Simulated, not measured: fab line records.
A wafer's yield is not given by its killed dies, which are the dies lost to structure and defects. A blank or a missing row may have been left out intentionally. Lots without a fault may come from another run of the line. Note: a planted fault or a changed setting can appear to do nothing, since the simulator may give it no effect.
Matching of chambers + flow n5_finfet + 4 sister chambers for N5_HKMG_FIN_STRIP_34 on rie_diel-02
The step strips in CF4. 16 wafers are shown with their chamber, then 8 later ones without.

== EACH WAFER AND ITS CHAMBER ==
| wafer  | chamber | showerhead_plenum_p_Torr (Torr) | drypump_motor_current_A (A) | oes_product_au (a.u.) |
|--------|---------|---------------------------------|-----------------------------|-----------------------|
| L078.2 | 0       | 1.78                            | 5.9                         | 0.77                  |
| L078.4 | 1       | 1.83                            | 6.2                         | 0.91                  |
| L078.6 | 2       | 1.83                            | 6.0                         | 0.82                  |
| L083.3 | 0       | 1.78                            | 5.9                         | 0.75                  |
| L083.4 | 3       | 1.85                            | 5.6                         | 0.72                  |
| L083.5 | 3       | 1.85                            | 5.6                         | 0.71                  |
| L084.1 | 1       | 1.83                            | 6.3                         | 0.87                  |
| L084.2 | 3       | 1.85                            | 5.6                         | 0.72                  |
| L084.4 | 0       | 1.78                            | 5.9                         | 0.75                  |
| L088.2 | 0       | 1.77                            | 5.9                         | 0.74                  |
| L088.4 | 2       | 1.83                            | 6.0                         | 0.79                  |
| L088.6 | 1       | 1.83                            | 6.3                         | 0.87                  |
| L090.4 | 0       | 1.77                            | 5.9                         | 0.73                  |
| L090.5 | 3       | 1.85                            | 5.6                         | 0.71                  |
| L090.6 | 0       | 1.77                            | 5.9                         | 0.74                  |
| L091.1 | 2       | 1.83                            | 6.0                         | 0.78                  |

SIGNATURES (averages over the wafers above)
| reading                  | chamber 0 | chamber 1 | chamber 2 | chamber 3 | scatter within a chamber |
|--------------------------|-----------|-----------|-----------|-----------|--------------------------|
| showerhead_plenum_p_Torr | 1.7750    | 1.8300    | 1.8300    | 1.8500    | 0.00354                  |
| drypump_motor_current_A  | 5.900     | 6.267     | 6.000     | 5.600     | 0.0236                   |
| oes_product_au           | 0.7467    | 0.8833    | 0.7967    | 0.7150    | 0.0157                   |
Rule: distance of a wafer from a chamber = root of the sum over the readings of ((wafer's reading minus chamber's mean) / reading's scatter) squared. The wafer belongs to the nearest chamber; if the next one is less than 2 further off, it can't be placed. The scatter: take each reading less its chamber's mean, square it, sum over the shown wafers, divide by the number of wafers less the number of chambers, and take the root.

== WAFERS MISSING THEIR CHAMBER ==
| wafer  | showerhead_plenum_p_Torr (Torr) | drypump_motor_current_A (A) | oes_product_au (a.u.) |
|--------|---------------------------------|-----------------------------|-----------------------|
| L091.4 | 1.77                            | 5.8                         | 0.74                  |
| L091.5 | 1.85                            | 5.6                         | 0.71                  |
| L094.4 | 1.85                            | 5.6                         | 0.70                  |
| L094.5 | 1.85                            | 5.6                         | 0.71                  |
| L094.6 | 1.77                            | 5.9                         | 0.74                  |
| L096.1 | 1.77                            | 5.9                         | 0.73                  |
| L096.2 | 1.82                            | 6.0                         | 0.78                  |
| L096.3 | 1.85                            | 5.6                         | 0.70                  |

== THE CHAMBER EACH PASSED THROUGH ==
| wafer  | from the rows above | in truth |
|--------|---------------------|----------|
| L091.4 | 0                   | 0        |
| L091.5 | 3                   | 3        |
| L094.4 | 3                   | 3        |
| L094.5 | 3                   | 3        |
| L094.6 | 0                   | 0        |
| L096.1 | 0                   | 0        |
| L096.2 | 2                   | 2        |
| L096.3 | 3                   | 3        |
Correctly placed: 8 of 8. Number that these rows cannot place: 0. Number placed wrongly: 0.
